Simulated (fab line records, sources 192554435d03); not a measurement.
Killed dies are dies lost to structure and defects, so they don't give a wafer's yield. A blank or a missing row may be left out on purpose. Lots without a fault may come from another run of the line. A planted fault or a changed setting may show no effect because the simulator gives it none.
fab line records | flow n5_finfet
record lots=22 wafers=66 last_day=17
route steps=1938 shown BEOL_M0@726 BEOL_M1@769
lots that met no fault: from a run of the same line without faults
start_h: hours from the record's first day to the start of the lot's first wafer shown | wait_h: hours since the lot's step before | " the same as in the row above | L1.1+2: a row that stands for several wafers | - no value, or no start given | * or withheld: withheld | < > ~ a bound
route shown NAME@n: a module of which the file shows steps, and the number in the route of the first | usual: mean/standard deviation of fault-free wafers | same: alike in all rows | chamber/n: place in a boat | sites: the reading at each site | _std_site: their standard deviation | _edge_site: outer sites' mean less inner sites' | radius_mm: how far each site lies from the wafer's centre | mask NAME#n: copy n | behind: the tool/chamber that last shaped the wafer | hold: why the lot was held/for how many hours/how that ended | device: the transistor (n, p or np) that didn't switch | end of line: the same wafers' tests at the end of the route | a step without rows: its recipe alone | killed: dies lost to structure and defects at the first sort, not the wafer's yield | map: a wafer's dies, x killed, . not, _ none there
set.NAME: the setting as run; set.NAME@STEP: as run at that earlier step | model.NAME: the simulator's own value behind a step, which no gauge read
steps of the route over a sample of lots; a table a step, a row a wafer
services: from which hour (start_h, from the record's first day; less than 0 if before it) a tool's chamber was out of use, for how many hours, and why
## steps
# step N5_BEOL_M0_ETCH_109
# recipe chemistry=CH3F/O2 target_depth_a=80 overetch_a=24 target=SiCN time_s=27.4 ion_energy_ev=120 pressure_mtorr=30 source_w=395 bias_w=75 Ar_flow_sccm=150 CH3F_flow_sccm=30 O2_flow_sccm=20
# usual drypump_motor_current_A=5.7/0.49 mfc_ar_sccm=150.0/0.43 oes_product_au=0.70/0.063 rf_vpp_V=297.4/1.9 showerhead_plenum_p_Torr=2.00/0.08 throttle_valve_pct=16.29/0.17
# columns lot.wafer tool chamber start_h wait_h drypump_motor_current_A mfc_ar_sccm oes_product_au rf_hours_counter_h rf_vpp_V showerhead_plenum_p_Torr throttle_valve_pct
L074.4 rie_diel-01 0 121.48 1.2 6.1 149.9 0.62 202 294.3 1.91 16.54
L074.5 " 0 " " 6.1 150.5 0.63 - 295.9 1.91 16.54
L074.6 " 3 " " 5.7 149.6 0.79 - 296.2 1.95 16.21
L075.2 rie_diel-01 3 131.24 1.3 5.7 149.6 0.75 18 297.8 1.95 16.22
L075.3 " 1 " " 5.3 150.9 0.60 197 297.1 1.99 16.44
L075.4 " 2 " " 6.4 149.5 0.61 241 297.4 1.96 16.47
L076.1 rie_diel-01 0 134.18 0.1 6.1 149.9 0.63 209 294.5 1.91 16.55
L076.3 " 1 " " 5.3 150.2 0.61 199 297.2 1.99 16.44
L076.4 " 3 " " 5.7 150.2 0.77 20 295.7 1.95 16.23
L077.2 rie_diel-06 3 136.91 0.0 5.2 149.7 0.76 36 299.9 2.11 16.14
L077.4 " 0 " " 5.3 149.2 0.82 5 300.9 2.13 16.17
L077.5 " 0 " " 5.3 149.6 0.81 - 300.2 2.13 16.15
L078.1 rie_diel-01 2 145.50 0.6 6.4 149.7 0.59 246 297.6 1.96 16.47
L078.2 " 1 " " 5.3 150.0 0.61 202 298.0 1.98 16.44
L078.4 " 0 " " 6.1 150.4 0.63 213 296.2 1.90 16.56
L079.2 rie_diel-01 0 148.59 0.0 6.1 149.9 0.61 214 296.8 1.90 16.56
L079.3 " 3 " " 5.7 150.2 0.75 26 296.3 1.95 16.23
L079.5 " 1 " " 5.3 150.5 0.60 - 296.8 1.98 16.44
L080.1 rie_diel-06 3 155.83 0.0 5.2 149.8 0.74 44 301.2 2.11 16.17
L080.5 " 0 " " 5.3 150.1 0.78 - 299.3 2.13 16.18
L080.6 " 3 " " 5.2 150.3 0.75 - 297.9 2.11 16.18
L081.2 rie_diel-01 0 161.39 0.0 6.1 149.9 0.62 220 294.9 1.90 16.58
L081.3 " 1 " " 5.3 151.2 0.60 210 296.9 1.98 16.47
L081.5 " 3 " " 5.7 149.9 0.76 - 295.9 1.95 16.27
L082.1 rie_diel-06 1 173.07 0.0 6.6 150.2 0.69 106 294.6 1.92 16.34
L082.4 " 0 " " 5.3 150.2 0.76 18 299.2 2.13 16.19
L082.6 " 2 " " 5.4 150.8 0.77 - 299.4 2.13 16.33
L083.1 rie_diel-02 2 174.45 0.0 5.8 150.3 0.70 80 299.5 2.11 16.15
L083.2 " 0 " " 5.8 149.8 0.74 40 298.9 2.05 16.03
L083.5 " 3 " " 4.7 150.1 0.72 - 296.1 1.93 16.34
L084.1 rie_diel-06 2 184.37 0.0 5.4 149.3 0.76 36 299.0 2.13 16.35
L084.2 " 1 " " 6.6 149.9 0.69 110 294.9 1.92 16.35
L084.4 " 0 " " 5.3 149.9 0.76 21 299.5 2.12 16.20
L085.2 rie_diel-06 0 189.17 0.0 5.3 149.9 0.75 23 300.9 2.12 16.20
L085.5 " 3 " " 5.1 149.6 0.73 - 299.2 2.10 16.22
L085.6 " 0 " " 5.3 150.0 0.76 - 300.4 2.12 16.21
L086.1 rie_diel-01 2 193.15 0.2 6.4 150.0 0.80 5 296.8 1.96 16.06
L086.3 " 0 " " 6.1 149.6 0.61 235 292.7 1.90 16.61
L086.4 " 3 " " 5.7 149.9 0.73 47 295.8 1.94 16.26
L087.3 rie_diel-02 1 196.10 0.2 5.6 149.9 0.70 69 297.3 2.01 15.99
L087.4 " 0 " " 5.8 150.5 0.73 48 299.2 2.04 16.03
L087.6 " 2 " " 5.7 150.7 0.70 - 300.6 2.10 16.16
L088.3 rie_diel-02 3 204.64 0.0 4.7 150.0 0.69 83 295.1 1.93 16.37
L088.5 " 0 " " 5.8 150.2 0.73 - 297.7 2.04 16.06
L088.6 " 1 " " 5.6 149.3 0.70 - 297.5 2.01 15.99
L089.4 rie_diel-02 0 211.56 0.0 5.8 149.7 0.72 54 298.5 2.04 16.06
L089.5 " 3 " " 4.7 150.3 0.70 - 296.5 1.93 16.38
L089.6 " 2 " " 5.8 150.3 0.70 - 299.7 2.10 16.18
L090.3 rie_diel-01 0 212.57 0.0 6.1 150.4 0.59 242 296.3 1.89 16.63
L090.5 " 0 " " 6.1 149.8 0.61 - 294.0 1.90 16.62
L090.6 " 1 " " 5.3 149.5 0.59 - 296.7 1.97 16.47
L091.1 rie_diel-02 1 219.99 0.0 5.6 149.7 0.70 78 298.1 2.01 16.00
L091.4 " 2 " " 5.7 149.9 0.69 96 299.4 2.10 16.17
L091.5 " 3 " " 4.7 150.1 0.69 - 295.0 1.93 16.38
L093.2 rie_diel-02 0 232.79 0.0 5.9 150.4 0.72 63 297.3 2.04 16.06
L093.4 " 3 " " 4.8 150.6 0.70 94 295.6 1.92 16.39
L093.6 " 0 " " 5.8 149.9 0.72 - 297.4 2.04 16.08
L095.1 rie_diel-01 3 239.53 0.0 5.7 150.2 0.70 61 296.2 1.94 16.32
L095.5 " 2 " " 6.4 149.7 0.77 - 295.4 1.95 16.08
L095.6 " 1 " " 5.3 149.3 0.58 - 294.9 1.97 16.52
L096.1 rie_diel-01 2 248.17 0.1 6.3 150.1 0.74 24 296.2 1.95 16.08
L096.2 " 3 " " 5.8 149.9 0.70 66 296.3 1.94 16.33
L096.6 " 3 " " 5.7 149.9 0.71 - 297.0 1.94 16.30
L097.1 rie_diel-06 1 251.30 1.0 6.7 150.0 0.67 133 296.6 1.91 16.38
L097.3 " 3 " " 5.1 150.1 0.71 75 299.6 2.10 16.25
L097.5 " 3 " " 5.1 150.0 0.71 - 298.4 2.10 16.24
# step N5_BEOL_M0_DEGAS_112
# recipe ambient=vacuum temp_c=250 time_s=60
# usual heater_power_w=326/31
# columns lot.wafer tool chamber start_h wait_h heater_power_w
L074.4 pvd_sputter-01 - 122.36 0.7 354
L074.5 " - " " 278
L074.6 " - " " 337
L075.2 pvd_sputter-03 - 131.75 0.4 324
L075.3 " - " " 299
L075.4 " - " " 253
L076.1 pvd_sputter-03 - 135.26 0.9 259
L076.3 " - " " 314
L076.4 " - " " 343
L077.2 pvd_sputter-01 - 137.32 0.3 287
L077.4 " - " " 359
L077.5 " - " " 351
L078.1 pvd_sputter-03 - 145.67 0.0 356
L078.2 " - " " 305
L078.4 " - " " 255
L079.2 pvd_sputter-02 - 148.91 0.2 315
L079.3 " - " " 325
L079.5 " - " " 357
L080.1 pvd_sputter-03 - 157.40 1.4 303
L080.5 " - " " 324
L080.6 " - " " 301
L081.2 pvd_sputter-01 - 162.72 1.2 354
L081.3 " - " " 279
L081.5 " - " " 363
L082.1 pvd_sputter-01 - 173.87 0.7 347
L082.4 " - " " 360
L082.6 " - " " 341
L083.1 pvd_sputter-03 - 175.06 0.5 334
L083.2 " - " " 340
L083.5 " - " " 331
L084.1 pvd_sputter-01 - 185.13 0.6 358
L084.2 " - " " 342
L084.4 " - " " 352
L085.2 pvd_sputter-03 - 189.42 0.1 346
L085.5 " - " " 260
L085.6 " - " " 302
L086.1 pvd_sputter-01 - 193.66 0.4 355
L086.3 " - " " 342
L086.4 " - " " 281
L087.3 pvd_sputter-03 - 196.50 0.3 300
L087.4 " - " " 324
L087.6 " - " " 349
L088.3 pvd_sputter-01 - 205.11 0.3 355
L088.5 " - " " 270
L088.6 " - " " 347
L089.4 pvd_sputter-02 - 212.16 0.5 345
L089.5 " - " " 357
L089.6 " - " " 341
L090.3 pvd_sputter-01 - 213.20 0.5 274
L090.5 " - " " 273
L090.6 " - " " 344
L091.1 pvd_sputter-02 - 220.43 0.3 326
L091.4 " - " " 322
L091.5 " - " " 346
L093.2 pvd_sputter-02 - 233.22 0.3 324
L093.4 " - " " 335
L093.6 " - " " 317
L095.1 pvd_sputter-01 - 241.37 1.7 283
L095.5 " - " " 361
L095.6 " - " " 339
L096.1 pvd_sputter-02 - 248.77 0.4 321
L096.2 " - " " 344
L096.6 " - " " 350
L097.1 pvd_sputter-02 - 251.69 0.2 349
L097.3 " - " " 330
L097.5 " - " " 357
# step N5_BEOL_M0_DEP_125
# recipe material=SiCN target_thk_a=80 temp_c=withheld precursor=3MS/NH3 pressure_torr=3 rf_w=202 time_s=14
# usual showerhead_plenum_p_Torr=3.662/0.0091 throttle_valve_pct=9.1/0.48
# columns lot.wafer tool chamber start_h wait_h showerhead_plenum_p_Torr throttle_valve_pct
L074.4 pecvd-03 1 124.52 0.0 3.677 8.4
L074.5 " 0 " " 3.665 9.9
L074.6 " 2 " " 3.667 8.8
L075.2 pecvd-03 2 133.80 0.0 3.657 8.8
L075.3 " 0 " " 3.665 10.4
L075.4 " 2 " " 3.657 8.7
L076.1 pecvd-02 1 137.28 0.0 3.663 9.1
L076.3 " 1 " " 3.664 9.2
L076.4 " 0 " " 3.659 9.1
L077.2 pecvd-03 1 139.37 0.0 3.687 7.9
L077.4 " 0 " " 3.659 10.0
L077.5 " 2 " " 3.661 8.9
L078.1 pecvd-02 1 149.21 0.0 3.660 9.1
L078.2 " 0 " " 3.663 8.6
L078.4 " 0 " " 3.668 8.8
L079.2 pecvd-04 0 151.38 0.0 3.671 9.0
L079.3 " 2 " " 3.667 9.0
L079.5 " 1 " " 3.651 9.4
L080.1 pecvd-04 2 160.03 0.0 3.657 9.3
L080.5 " 2 " " 3.659 9.2
L080.6 " 1 " " 3.649 9.5
L081.2 pecvd-02 2 164.70 0.0 3.644 8.9
L081.3 " 1 " " 3.661 9.0
L081.5 " 0 " " 3.659 9.1
L082.1 pecvd-03 1 175.76 0.0 3.677 8.5
L082.4 " 1 " " 3.677 8.5
L082.6 " 2 " " 3.661 8.5
L083.1 pecvd-02 0 177.75 0.0 3.666 8.8
L083.2 " 2 " " 3.643 8.7
L083.5 " 0 " " 3.656 8.8
L084.1 pecvd-03 1 187.13 0.0 3.682 8.6
L084.2 " 2 " " 3.657 8.9
L084.4 " 2 " " 3.659 8.8
L085.2 pecvd-03 2 192.89 0.0 3.663 8.7
L085.5 " 2 " " 3.657 8.8
L085.6 " 0 " " 3.663 10.2
L086.1 pecvd-04 0 195.50 0.0 3.670 8.8
L086.3 " 1 " " 3.655 9.5
L086.4 " 1 " " 3.647 9.3
L087.3 pecvd-03 2 199.18 0.0 3.667 8.9
L087.4 " 1 " " 3.671 8.4
L087.6 " 2 " " 3.664 8.8
L088.3 pecvd-02 1 207.27 0.0 3.664 9.2
L088.5 " 2 " " 3.646 8.7
L088.6 " 0 " " 3.657 9.0
L089.4 pecvd-04 1 214.17 0.0 3.650 9.0
L089.5 " 2 " " 3.665 9.1
L089.6 " 0 " " 3.667 9.0
L090.3 pecvd-04 0 215.14 0.0 3.672 9.1
L090.5 " 2 " " 3.657 9.0
L090.6 " 0 " " 3.669 8.9
L091.1 pecvd-04 1 222.94 0.0 3.657 9.3
L091.4 " 1 " " 3.655 9.2
L091.5 " 0 " " 3.664 9.0
L093.2 pecvd-04 1 235.14 0.0 3.652 9.3
L093.4 " 2 " " 3.672 9.1
L093.6 " 1 " " 3.650 9.3
L095.1 pecvd-03 2 243.42 0.0 3.663 8.5
L095.5 " 1 " " 3.680 8.5
L095.6 " 0 " " 3.661 10.3
L096.1 pecvd-04 0 252.03 0.0 3.658 9.0
L096.2 " 1 " " 3.656 9.3
L096.6 " 2 " " 3.663 8.9
L097.1 pecvd-04 0 255.25 0.0 3.669 8.9
L097.3 " 1 " " 3.654 9.3
L097.5 " 1 " " 3.657 8.9
# step N5_BEOL_M0_INSPECT_127
# recipe inspect_instrument=darkfield mode=post_dep
# usual raw_defect_count=70/23
# columns lot.wafer tool chamber start_h wait_h raw_defect_count
L074.4 defect_inspect-01 - 124.60 0.0 49
L074.5 " - " " 88
L074.6 " - " " 57
L075.2 defect_inspect-01 - 133.89 0.0 65
L075.3 " - " " 50
L075.4 " - " " 54
L076.1 defect_inspect-02 - 137.39 0.0 63
L076.3 " - " " 77
L076.4 " - " " 48
L077.2 defect_inspect-01 - 139.46 0.0 42
L077.4 " - " " 49
L077.5 " - " " 46
L078.1 defect_inspect-02 - 149.32 0.0 59
L078.2 " - " " 39
L078.4 " - " " 52
L079.2 defect_inspect-01 - 151.47 0.0 99
L079.3 " - " " 68
L079.5 " - " " 103
L080.1 defect_inspect-02 - 160.12 0.0 99
L080.5 " - " " 63
L080.6 " - " " 71
L081.2 defect_inspect-02 - 164.80 0.0 46
L081.3 " - " " 37
L081.5 " - " " 48
L082.1 defect_inspect-01 - 175.86 0.0 70
L082.4 " - " " 55
L082.6 " - " " 64
L083.1 defect_inspect-01 - 177.85 0.0 43
L083.2 " - " " 58
L083.5 " - " " 63
L084.1 defect_inspect-01 - 187.24 0.0 106
L084.2 " - " " 82
L084.4 " - " " 151
L085.2 defect_inspect-01 - 192.99 0.0 71
L085.5 " - " " 77
L085.6 " - " " 57
L086.1 defect_inspect-01 - 195.59 0.0 117
L086.3 " - " " 83
L086.4 " - " " 128
L087.3 defect_inspect-01 - 199.28 0.0 135
L087.4 " - " " 134
L087.6 " - " " 55
L088.3 defect_inspect-02 - 207.36 0.0 73
L088.5 " - " " 115
L088.6 " - " " 64
L089.4 defect_inspect-02 - 214.25 0.0 55
L089.5 " - " " 84
L089.6 " - " " 45
L090.3 defect_inspect-01 - 215.23 0.0 94
L090.5 " - " " 71
L090.6 " - " " 88
L091.1 defect_inspect-01 - 223.03 0.0 64
L091.4 " - " " 74
L091.5 " - " " 68
L093.2 defect_inspect-02 - 235.23 0.0 105
L093.4 " - " " 49
L093.6 " - " " 89
L095.1 defect_inspect-01 - 243.52 0.0 75
L095.5 " - " " 77
L095.6 " - " " 70
L096.1 defect_inspect-02 - 252.12 0.0 34
L096.2 " - " " 40
L096.6 " - " " 92
L097.1 defect_inspect-02 - 255.34 0.0 69
L097.3 " - " " 57
L097.5 " - " " 86
# step N5_BEOL_M1_ETCH_63
# recipe chemistry=CF4 target=SiARC target_depth_a=156 mask_material=CAR-EUV time_s=26 ion_energy_ev=80 pressure_mtorr=40 source_w=545 bias_w=36 Ar_flow_sccm=100 cf4_flow_sccm=100 ends=cleared
# usual drypump_motor_current_A=5.5/0.51 etch_rf_on_time_s=25.8/0.66 mfc_ar_sccm=100.0/0.3 oes_product_au=0.68/0.094 rf_vpp_V=184.2/1.2 showerhead_plenum_p_Torr=2.14/0.073 throttle_valve_pct=15.45/0.29
# columns lot.wafer tool chamber start_h wait_h drypump_motor_current_A etch_rf_on_time_s mfc_ar_sccm oes_product_au rf_hours_counter_h rf_vpp_V showerhead_plenum_p_Torr throttle_valve_pct
L074.4 rie_diel-03 2 126.27 0.0 6.6 25.8 99.7 0.66 137 186.7 2.21 15.46
L074.5 " 2 " " 6.6 26.1 100.0 0.67 - 186.3 2.21 15.44
L074.6 " 3 " " 5.4 26.0 100.1 0.60 - 183.2 2.12 15.94
L075.2 rie_diel-03 0 135.13 0.0 5.6 25.5 100.1 0.60 228 182.9 2.11 15.80
L075.3 " 1 " " 4.9 25.7 99.8 0.76 28 183.9 2.26 15.68
L075.4 " 3 " " 5.4 25.9 100.0 0.60 242 183.8 2.11 15.95
L076.1 rie_diel-03 2 138.50 0.0 6.6 25.9 100.0 0.67 140 186.0 2.21 15.46
L076.3 " 1 " " 4.9 25.4 100.0 0.77 29 186.1 2.26 15.69
L076.4 " 3 " " 5.5 26.0 99.9 0.59 243 184.3 2.11 15.96
L077.2 rie_diel-05 0 141.32 0.0 5.5 26.2 100.2 0.78 30 184.0 2.18 15.04
L077.4 " 1 " " 5.8 27.9 99.3 0.58 225 183.0 2.03 15.53
L077.5 " 2 " " 5.7 26.2 99.9 0.57 - 184.9 2.21 15.45
L078.1 rie_diel-05 2 151.56 0.0 5.7 25.7 99.9 0.58 228 183.9 2.21 15.45
L078.2 " 1 " " 5.8 27.7 99.9 0.59 229 181.7 2.03 15.56
L078.4 " 0 " " 5.5 25.9 100.5 0.78 34 183.6 2.18 15.06
L079.2 rie_diel-05 2 152.38 0.0 5.7 25.7 100.3 0.58 228 183.4 2.21 15.45
L079.3 " 0 " " 5.5 25.8 99.9 0.77 34 184.4 2.18 15.05
L079.5 " 1 " " 5.8 27.6 100.2 0.58 - 183.0 2.03 15.54
L080.1 rie_diel-05 1 161.96 0.0 5.8 27.5 99.9 0.58 232 183.7 2.02 15.55
L080.5 " 0 " " 5.5 25.8 99.7 0.77 - 183.5 2.18 15.05
L080.6 " 1 " " 5.8 27.8 99.6 0.58 - 183.1 2.02 15.54
L081.2 rie_diel-05 0 167.03 0.0 5.5 25.4 100.2 0.77 39 184.3 2.18 15.06
L081.3 " 3 " " 5.0 25.2 100.1 0.59 246 184.5 2.10 15.39
L081.5 " 2 " " 5.7 25.6 99.8 0.58 - 185.3 2.21 15.47
L082.1 rie_diel-05 1 177.84 0.0 5.8 27.7 100.1 0.58 237 182.7 2.02 15.57
L082.4 " 0 " " 5.5 25.7 100.1 0.77 42 185.7 2.17 15.05
L082.6 " 0 " " 5.6 25.8 100.0 0.76 - 183.9 2.17 15.08
L083.1 rie_diel-03 1 179.49 0.0 4.9 25.8 100.4 0.73 45 185.5 2.25 15.73
L083.2 " 0 " " 5.7 25.6 99.8 0.58 245 183.4 2.11 15.85
L083.5 " 0 " " 5.6 25.6 99.4 0.59 - 182.9 2.11 15.86
L084.1 rie_diel-03 0 188.73 0.0 5.6 25.4 99.9 0.59 248 183.0 2.11 15.85
L084.2 " 3 " " 5.4 24.6 100.4 0.86 2 183.0 2.11 15.46
L084.4 " 2 " " 6.6 25.9 99.7 0.65 158 184.8 2.21 15.50
L085.2 rie_diel-03 2 194.25 0.0 6.6 26.3 100.0 0.64 160 183.9 2.20 15.52
L085.5 " 3 " " 5.4 25.1 100.0 0.84 - 184.5 2.11 15.47
L085.6 " 1 " " 4.9 25.6 100.2 0.73 - 186.3 2.25 15.74
L086.1 rie_diel-04 0 196.48 0.0 5.1 25.7 99.3 0.60 214 182.8 2.03 15.55
L086.3 " 3 " " 6.1 25.5 100.1 0.66 132 183.0 2.06 15.67
L086.4 " 1 " " 5.0 26.4 99.6 0.62 172 182.6 2.05 15.63
L087.3 rie_diel-04 1 200.33 0.0 5.0 25.8 99.7 0.61 173 184.2 2.05 15.62
L087.4 " 3 " " 6.1 25.3 100.2 0.66 133 184.3 2.06 15.67
L087.6 " 0 " " 5.1 25.3 99.9 0.61 - 182.3 2.03 15.56
L088.3 rie_diel-03 3 210.22 0.0 5.4 25.2 100.3 0.81 10 183.9 2.11 15.48
L088.5 " 1 " " 4.9 25.8 100.1 0.72 - 186.0 2.25 15.74
L088.6 " 2 " " 6.6 26.4 100.4 0.64 - 185.2 2.20 15.52
L089.4 rie_diel-05 0 215.47 0.0 5.5 25.9 100.4 0.74 - 185.3 2.17 15.09
L089.5 " 2 " " 5.7 25.9 99.7 0.56 - 183.0 2.20 15.50
L089.6 " 3 " " 5.0 24.8 99.5 0.86 - 183.9 2.10 14.88
L090.3 rie_diel-05 3 217.14 0.0 5.0 25.0 100.2 0.86 4 183.8 2.09 14.89
L090.5 " 3 " " 5.0 25.2 100.1 0.85 - 184.7 2.09 14.90
L090.6 " 0 " " 5.5 25.9 99.9 0.74 - 184.3 2.17 15.08
L091.1 rie_diel-05 3 226.17 0.0 5.0 24.7 99.8 0.84 7 183.8 2.09 14.93
L091.4 " 0 " " 5.5 25.6 100.0 0.74 - 185.2 2.17 15.11
L091.5 " 3 " " 5.0 24.8 99.6 0.84 - 183.3 2.09 14.91
L093.2 rie_diel-05 0 237.23 0.0 5.4 25.7 100.4 0.74 64 183.6 2.17 15.12
L093.4 " 2 " " 5.7 26.2 99.9 0.56 - 185.6 2.20 15.52
L093.6 " 3 " " 5.0 24.8 100.7 0.83 - 184.4 2.09 14.90
L095.1 rie_diel-05 3 245.04 0.0 5.0 25.3 100.1 0.81 14 184.1 2.09 14.92
L095.5 " 0 " " 5.5 26.2 99.8 0.73 - 183.9 2.17 15.09
L095.6 " 1 " " 5.8 27.1 99.9 0.84 - 185.8 2.27 15.09
L096.1 rie_diel-05 1 255.28 0.0 5.8 26.8 99.7 0.82 5 187.4 2.27 15.09
L096.2 " 0 " " 5.5 25.8 100.0 0.72 72 184.0 2.16 15.11
L096.6 " 3 " " 5.0 24.9 99.7 0.80 - 183.3 2.09 14.91
L097.1 rie_diel-04 2 257.21 0.0 6.3 24.5 100.0 0.61 242 182.4 2.11 15.96
L097.3 " 3 " " 6.0 25.5 100.0 0.65 150 183.3 2.06 15.68
L097.5 " 2 " " 6.3 24.7 100.4 0.60 - 183.1 2.11 15.96
# step N5_BEOL_M1_ETCH_69
# recipe chemistry=CF4 target=SiARC target_depth_a=156 mask_material=CAR-EUV time_s=26 ion_energy_ev=80 pressure_mtorr=40 source_w=545 bias_w=36 Ar_flow_sccm=100 cf4_flow_sccm=100 ends=cleared
# usual drypump_motor_current_A=5.5/0.46 etch_rf_on_time_s=25.8/0.77 mfc_ar_sccm=100.01/0.28 oes_product_au=0.68/0.092 rf_vpp_V=184.0/1.2 showerhead_plenum_p_Torr=2.13/0.075 throttle_valve_pct=15.45/0.26
# columns lot.wafer tool chamber start_h wait_h drypump_motor_current_A etch_rf_on_time_s mfc_ar_sccm oes_product_au rf_hours_counter_h rf_vpp_V showerhead_plenum_p_Torr throttle_valve_pct
L074.4 rie_diel-04 1 127.64 0.0 5.0 25.5 100.20 0.63 152 183.2 2.06 15.58
L074.5 " 3 " " 6.0 25.4 100.01 0.67 - 183.9 2.07 15.61
L074.6 " 0 " " 5.1 25.1 100.21 0.63 - 182.1 2.04 15.50
L075.2 rie_diel-05 2 136.53 0.0 5.7 26.0 100.15 0.59 223 185.3 2.21 15.43
L075.3 " 3 " " 5.0 25.4 100.05 0.60 236 183.1 2.10 15.37
L075.4 " 1 " " 5.8 27.5 99.83 0.60 224 182.4 2.03 15.53
L076.1 rie_diel-05 3 139.38 0.0 5.0 25.6 99.84 0.60 237 183.3 2.10 15.39
L076.3 " 2 " " 5.7 26.0 100.39 0.59 224 184.1 2.21 15.44
L076.4 " 1 " " 5.8 27.4 100.01 0.59 225 183.0 2.03 15.55
L077.2 rie_diel-05 0 142.37 0.0 5.5 25.9 100.49 0.78 31 185.9 2.18 15.05
L077.4 " 3 " " 5.0 25.8 100.05 0.60 239 184.6 2.10 15.36
L077.5 " 0 " " 5.5 25.8 100.08 0.78 - 184.4 2.18 15.05
L078.1 rie_diel-05 0 152.60 0.0 5.6 25.5 100.33 0.78 34 185.2 2.18 15.04
L078.2 " 2 " " 5.7 25.6 100.02 0.58 228 184.6 2.21 15.45
L078.4 " 3 " " 5.0 25.3 99.73 0.59 241 184.5 2.10 15.39
L079.2 rie_diel-04 2 154.42 0.0 6.3 25.1 99.90 0.62 211 183.5 2.12 15.91
L079.3 " 0 " " 5.1 25.6 100.04 0.61 200 183.2 2.04 15.52
L079.5 " 0 " " 5.1 25.5 100.37 0.61 - 183.8 2.04 15.51
L080.1 rie_diel-05 2 162.89 0.0 5.7 25.7 100.08 0.58 231 184.7 2.21 15.47
L080.5 " 0 " " 5.5 25.6 99.80 0.77 - 183.7 2.18 15.06
L080.6 " 1 " " 5.8 27.2 100.10 0.58 - 183.1 2.02 15.55
L081.2 rie_diel-04 2 168.12 0.0 6.3 25.2 100.18 0.60 215 182.5 2.12 15.92
L081.3 " 0 " " 5.1 25.8 99.45 0.60 205 181.8 2.03 15.53
L081.5 " 3 " " 6.0 25.7 100.14 0.67 - 184.6 2.07 15.64
L082.1 rie_diel-05 1 179.14 0.0 5.8 27.6 100.21 0.57 237 182.2 2.02 15.56
L082.4 " 2 " " 5.7 26.3 100.04 0.57 236 185.6 2.20 15.48
L082.6 " 3 " " 5.0 25.4 99.75 0.59 - 183.5 2.10 15.39
L083.1 rie_diel-05 0 181.01 0.0 5.5 25.8 99.58 0.76 44 185.4 2.17 15.09
L083.2 " 1 " " 5.8 27.3 99.86 0.58 239 183.6 2.02 15.56
L083.5 " 2 " " 5.7 26.1 99.72 0.57 - 185.4 2.20 15.48
L084.1 rie_diel-03 2 189.80 0.0 6.6 26.1 99.81 0.65 158 184.7 2.20 15.51
L084.2 " 1 " " 4.9 25.7 99.80 0.74 48 184.9 2.25 15.72
L084.4 " 3 " " 5.4 24.9 99.78 0.85 2 183.9 2.11 15.46
L085.2 rie_diel-04 1 195.26 0.0 5.0 26.0 99.46 0.62 171 181.2 2.05 15.62
L085.5 " 0 " " 5.1 25.6 99.60 0.60 - 184.4 2.03 15.54
L085.6 " 3 " " 6.1 25.3 100.75 0.67 - 182.2 2.06 15.66
L086.1 rie_diel-05 2 197.36 0.0 5.6 26.2 100.13 0.56 244 185.3 2.20 15.48
L086.3 " 0 " " 5.5 25.8 100.57 0.75 50 183.6 2.17 15.07
L086.4 " 0 " " 5.5 25.8 100.45 0.76 - 184.8 2.17 15.08
L087.3 rie_diel-04 3 201.21 0.0 6.1 25.6 99.89 0.66 133 182.9 2.06 15.65
L087.4 " 0 " " 5.1 25.6 100.00 0.60 216 183.8 2.03 15.54
L087.6 " 1 " " 5.0 26.2 99.96 0.61 - 182.0 2.05 15.62
L088.3 rie_diel-05 1 211.12 0.0 5.8 27.7 100.35 0.57 250 183.2 2.02 15.58
L088.5 " 0 " " 5.5 26.1 99.35 0.74 - 183.8 2.17 15.09
L088.6 " 3 " " 5.0 24.8 99.82 0.87 - 182.1 2.10 14.89
L089.4 rie_diel-03 2 216.64 0.0 6.6 26.2 99.73 0.65 - 185.2 2.20 15.52
L089.5 " 3 " " 5.4 25.2 99.86 0.80 - 183.5 2.11 15.48
L089.6 " 1 " " 4.9 25.9 100.20 0.72 - 187.6 2.25 15.75
L090.3 rie_diel-03 1 218.33 0.0 4.9 25.7 100.39 0.72 60 186.0 2.25 15.75
L090.5 " 3 " " 5.4 24.8 99.86 0.81 - 182.6 2.11 15.48
L090.6 " 1 " " 4.9 25.4 100.40 0.72 - 185.7 2.25 15.73
L091.1 rie_diel-03 0 227.54 0.0 5.7 25.5 100.26 0.83 2 184.7 2.11 15.38
L091.4 " 1 " " 4.9 26.0 100.09 0.71 63 184.9 2.25 15.76
L091.5 " 0 " " 5.6 25.1 100.30 0.84 - 183.9 2.10 15.37
L093.2 rie_diel-05 2 238.23 0.0 5.6 26.4 100.19 0.56 258 185.1 2.20 15.52
L093.4 " 0 " " 5.5 26.0 99.73 0.73 - 183.4 2.17 15.13
L093.6 " 3 " " 5.0 25.0 99.79 0.82 - 182.8 2.09 14.89
L095.1 rie_diel-03 1 246.02 0.0 4.9 25.8 100.16 0.72 69 185.7 2.25 15.75
L095.5 " 3 " " 5.4 25.0 100.34 0.79 - 184.1 2.10 15.50
L095.6 " 1 " " 4.9 25.9 99.47 0.71 - 185.1 2.25 15.76
L096.1 rie_diel-05 1 256.29 0.0 5.8 26.8 100.09 0.81 6 185.9 2.27 15.09
L096.2 " 0 " " 5.5 26.0 100.32 0.73 73 185.3 2.16 15.14
L096.6 " 3 " " 5.0 24.9 100.02 0.81 - 182.9 2.09 14.91
L097.1 rie_diel-05 1 258.13 0.0 5.8 27.3 99.83 0.80 6 186.9 2.27 15.10
L097.3 " 3 " " 5.0 25.3 99.85 0.80 20 183.7 2.09 14.93
L097.5 " 0 " " 5.5 25.7 100.31 0.73 - 183.4 2.16 15.13
## services
# columns tool chamber start_h hours kind
rie_diel-06 - 104.51 28.1 pm
pecvd-04 - 109.34 1.7 repair
pecvd-02 - 123.70 1.1 repair
pecvd-04 - 131.26 6.0 pm
pecvd-02 2 135.92 18.3 repair
rie_diel-02 0 145.20 4.2 repair
rie_diel-03 3 162.99 - clean
rie_diel-03 3 162.99 - consumable_replace:focus_ring
rie_diel-03 3 162.99 17.8 scheduled_down
rie_diel-05 3 180.01 - clean
rie_diel-05 3 180.01 - consumable_replace:focus_ring
rie_diel-04 1 183.48 4.8 repair
rie_diel-05 1 212.43 - clean
rie_diel-05 1 212.43 - consumable_replace:focus_ring
rie_diel-05 1 212.43 - consumable_replace:showerhead
rie_diel-05 1 212.43 30.8 scheduled_down
rie_diel-05 1 212.43 30.8 vent_cycle
pecvd-03 0 218.77 14.6 repair
rie_diel-06 3 219.51 1.4 repair
pecvd-03 - 232.87 3.7 repair
rie_diel-05 2 243.42 - clean
rie_diel-05 2 243.42 - consumable_replace:focus_ring
rie_diel-05 2 243.42 18.1 scheduled_down
rie_diel-05 2 243.42 18.1 vent_cycle
## key
fault none
